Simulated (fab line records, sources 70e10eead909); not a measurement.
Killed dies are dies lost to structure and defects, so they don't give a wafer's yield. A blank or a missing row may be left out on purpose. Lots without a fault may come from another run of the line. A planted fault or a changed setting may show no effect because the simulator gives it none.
A struck lot beside a sound one | flow nand_harc | 15 steps out of a route of 1159
Sound: wafers L910.1, L910.5, L910.6. Struck: wafers L913.2, L913.3, L913.5. The cause comes at the end.
At each step with rows: each side's tool, then ch and its chambers, then its first start. Under that, the readings that differ: sound wafers | struck wafers | difference of the means | sigmas: that difference in standard deviations of wafers without a fault.
alike: readings whose means differ by less than 2 such deviations, and words and numbers that are the same on both sides. not compared: withheld readings, readings that some wafer has no value for, bounds like >300 that may hide the same value, and numbers for which the record gives no deviation and whose values overlap.
The two part at a step that has a row with sigmas, a row that says differs or no value, or rows on one side only. Numbers that don't overlap but have no deviation are shown without sigmas and don't part them. A reading that every wafer of one side lacks parts them only if that side has two wafers or more.

NHARC_A_SGD_CUT_THK_MEAS_22: measures by ellipsometry.
  sound on film_metro-01, day 16 07:46; struck on film_metro-01, day 17 10:33
  alike: thk_nm
then, 2 steps without rows for these wafers: NHARC_A_SGD_CUT_SRD_23; NHARC_A_SGD_CUT_ETCH_26 (etches SiO2 in dHF, target depth 45.8 nm).
NHARC_A_SGD_CUT_ETCHBACK_24: etches the open film in CH3F/O2, target depth 50 nm, time 92.857 s.
  sound on rie_diel-08 ch 0,1,3, day 16 08:11; struck on rie_diel-08 ch 0,3, day 17 10:49
  alike: bias_w, drypump_motor_current_A, oes_product_au, rf_vpp_V, showerhead_plenum_p_Torr, throttle_valve_pct
  not compared: rf_hours_counter_h
NHARC_A_SGD_CUT_STRIP_28: strips in O2, time 20 s.
  sound on rie_diel-08 ch 0,1,2; struck on rie_diel-08 ch 0,2,3
  alike: drypump_motor_current_A, oes_product_au, rf_vpp_V, showerhead_plenum_p_Torr, throttle_valve_pct
  not compared: rf_hours_counter_h
NHARC_A_SGD_CUT_INSPECT_25:
  sound on defect_inspect-01, day 16 08:28; struck on defect_inspect-02, day 17 11:04
  alike: raw_defect_count
NHARC_A_SLIT_DEP_25: deposits SiO2, target thk 200 nm.
  sound on pecvd-04 ch 0,1,2, day 16 08:35; struck on pecvd-03 ch 0,2, day 17 11:09
  alike: heater_power_w, throttle_valve_pct
NHARC_A_SLIT_DEP_00: deposits aC, target thk 3200 nm.
  sound on acl_dep-03 ch 0, day 16 12:23; struck on acl_dep-02 ch 0, day 17 12:04
  alike: throttle_valve_pct
NHARC_A_SLIT_DEP_23: deposits SiON, target thk 100 nm.
  sound on pecvd-03 ch 1,2, day 16 14:25; struck on pecvd-03 ch 0,1, day 17 13:41
  alike: heater_power_w
then, 3 steps without rows for these wafers: NHARC_A_SLIT_DEHYDRATE_01 (time 120 s); NHARC_A_SLIT_HMDS_02 (time 30 s); NHARC_A_SLIT_COAT_03 (resist thk 90 nm).
NHARC_A_SLIT_SOFTBAKE_04: time 55 s.
  sound on litho_track-06 ch 0, day 16 14:00; struck on litho_track-06 ch 0, day 17 13:00
  reading                  | sound                | struck               | difference                    | sigmas
  heater_power_total_W (W) | 188.26 188.32 188.38 | 193.19 192.96 193.11 | +4.77                         | +37
  plate_temp_C (C)         | 105.09 104.98 105.01 | - - -                | no value on the struck wafers |
then, 2 steps without rows for these wafers: NHARC_A_SLIT_EBR_05; NHARC_END_SORT_01.

WHERE THEY PART
Only at NHARC_A_SLIT_SOFTBAKE_04, within this record.

WHY: what the simulator had put in
Process parameter drift: litho_track-06, from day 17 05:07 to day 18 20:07, at NHARC_A_SLIT_SOFTBAKE_04. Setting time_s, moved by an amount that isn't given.
